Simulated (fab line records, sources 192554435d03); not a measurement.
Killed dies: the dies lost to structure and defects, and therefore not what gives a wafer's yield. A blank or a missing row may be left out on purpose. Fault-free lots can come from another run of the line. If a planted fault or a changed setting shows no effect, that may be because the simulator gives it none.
Comparing a struck lot with a sound one ; flow n5 finfet ; 35 steps out of a route of 1938
Sound: these wafers, L733.3, L733.4, L733.5. The struck wafers were L726.1, L726.4, L726.6. The cause comes at the end.
Each step with rows lists, per side, the tool, then ch with its chambers, then its first start. Under that, the readings that differ: sound wafers ; struck wafers ; difference of the means ; sigmas: that difference in standard deviations of wafers without a fault.
alike: same words and numbers on both sides, and readings whose means sit less than 2 such deviations apart. not compared: any withheld reading, any reading some wafer has no value for, any bound like >300 that may hide the same value, and any number with overlapping values for which the record gives no deviation.
The two part at a step that has a row with sigmas, a row that says differs or no value, or rows on one side only. Numbers that have no deviation but don't overlap get no sigmas and don't part them. Lack of a reading on every wafer of one side parts them only where that side has two or more wafers.

first, 12 steps without rows for these wafers: N5_SD_EPI_P_ETCH_37 (etches SOC in N2/H2, overetch 108 nm, time 486 s); N5_SD_EPI_P_STRIP_38 (strips in N2/H2); N5_SD_EPI_P_ETCHBACK_46 (etches SiNx in CH3F/O2, stops on SiO2, target depth 17.5 nm); N5_SD_EPI_P_ETCH_47 (etches SiOCN in CH3F/O2, target depth 25 nm); N5_SD_EPI_P_ETCH_16 (etches SiO2 in CHF3/O2, target depth 5 nm); N5_SD_EPI_P_STRIP_50 (strips in CHF3/O2); N5_SD_EPI_P_SD_RECESS_17 (chemistry HBr/Cl2/O2, target depth 39.1 nm, bt time 3 s); N5_SD_EPI_P_WET_ETCH_45 (etches SiO2 in dHF, time 10.7 s, target depth 2 nm, rinse time 30 s); N5_SD_EPI_P_STRIP_40 (strips in N2/H2); N5_SD_EPI_P_PRECLEAN_52 (cleans in O3/DIW, time 60 s); N5_SD_EPI_P_SRD_20 (time 30 s); N5_SD_EPI_P_PRECLEAN_51 (cleans in NF3:NH3, afs cycles 1, time 20 s, sublimation time 60 s).
N5_SD_EPI_P_VAPOR_ETCH_44: etches SiGe30 in NF3/Ar, time 3.3 s.
  sound on epi rpcvd-03 ch 0, day 8 13:21; struck on epi rpcvd-03, day 6 19:44
  no value came back on the struck wafers for susceptor temp C (C), time s (s); on the sound wafers susceptor temp C (C) reads 24.95 25.03 25.09
then, 20 steps without rows for these wafers: N5_SD_EPI_P_EPI_21 (deposits SiGe:B, time 355 s); N5_SD_EPI_P_HM_STRIP_48 (strips SiNx in H3PO4, material SiNx, target depth 3 nm); N5_SD_EPI_P_SRD_49 (time 30 s); N5_SD_EPI_P_PRECLEAN_24 (cleans in O3/DIW, time 45 s); N5_SD_EPI_P_PRECLEAN_32 (cleans in dHF, time 10 s); N5_SD_EPI_P_PRECLEAN_33 (cleans in SC2, time 45 s); N5_SD_EPI_P_SRD_25 (time 30 s); N5_SD_ACTIVATION_RTA_00 (time 0 s); N5_SD_ACTIVATION_LSA_01 (time 0.0008 s); N5_ILD0_LINER_00 (material SiNx, target thk 4 nm, pulse time 1 s, purge time 2 s); N5_ILD0_FCVD_FILL_01 (material SiO2 flowable, target thk 200 nm, time 328.3 s); N5_ILD0_CURE_02 (time 1800 s); N5_ILD0_CMP_03 (polishes, stops on SiNx, t overpolish 1.9 s, target thk 197.38 nm); N5_ILD0_CMP_07 (polishes SiO2 flowable, stops on poly-Si, t overpolish 1.18 s, target thk 138.88 nm); N5_ILD0_PRECLEAN_10 (cleans in NF3:NH3, afs cycles 5, time 20 s, sublimation time 60 s); N5_ILD0_ALD_15 (deposits SiNx, target thk 24 nm, pulse time 1 s, ald cycles 480); N5_ILD0_CMP_12 (polishes SiNx, stops on poly-Si, t overpolish 6 s, target thk 17.67 nm); N5_SDB_HM_DEP_00 (deposits SiNx from SiH4/NH3/N2, target thk 40 nm, time 35.3 s); N5_SDB_COAT_03 (time 60 s, resist thk 100 nm); N5_SDB_COAT_04 (time 60 s, resist thk 18 nm).
-- the record jumps here: 4 days lie between the struck wafers' starts before and after (it left off in module SDB and takes up again in module BEOL_M4, whose first step shown is number 1111 of the route) --
N5_BEOL_M4_RC_MEAS_101:
  sound on prober-01 ch 0, day 13 02:37; struck on prober-01 ch 0, day 11 04:42
reading;sound;struck;difference;sigmas
CJ_P;5.57 5.99 5.57;4.40 4.74 4.21;-1.26;-8
DIBL_N (mV/V);36.1 38.2 36.3;33.6 33.3 31.8;-4.0;-2
DIBL_P (mV/V);36.8 38.9 37.5;23.1 21.4 19.6;-16.4;-8
IOFF_P (nA/um);0.20 0.23 0.20;0.03 0.03 0.02;-0.18;-5
IOFF_P_85C (nA/um);3.5 3.9 3.5;0.7 0.6 0.5;-3.0;-6
IOFF_P_LIN (nA/um);0.097 0.105 0.098;0.019 0.018 0.016;-0.082;-6
ION_P (uA/um);454 461 455;285 293 283;-170;-20
REXT_P (ohm.um);97.8 99.2 100.4;296.5 293.2 297.9;+196.7;+94
SS_P (mV/dec);73.3 73.3 74.3;71.0 70.1 69.3;-3.5;-5
VT_P (mV);-249 -251 -250;-292 -292 -297;-44;-11
VT_P_LVT (mV);-101 -100 -101;-141 -140 -144;-41;-12
  alike: IOFF_N, ION_N, SS_N, VT_N
-- the record jumps here: 4 days lie between the struck wafers' starts before and after (it left off in module BEOL_M4 and takes up again in module PASSIVATION, whose first step shown is number 1936 of the route) --
N5_PASSIVATION_PROBE_49:
  the record has rows for the struck wafers here (prober-01, day 15 07:37) and none for the sound ones

== WHERE THEY PART ==
Earliest at N5_SD_EPI_P_VAPOR_ETCH_44; latest, in this record, at N5_PASSIVATION_PROBE_49.

WHY: what the simulator had put in
Whole step skipped at N5_SD_EPI_P_VAPOR_ETCH_44 on epi rpcvd-03, starting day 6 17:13. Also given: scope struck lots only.
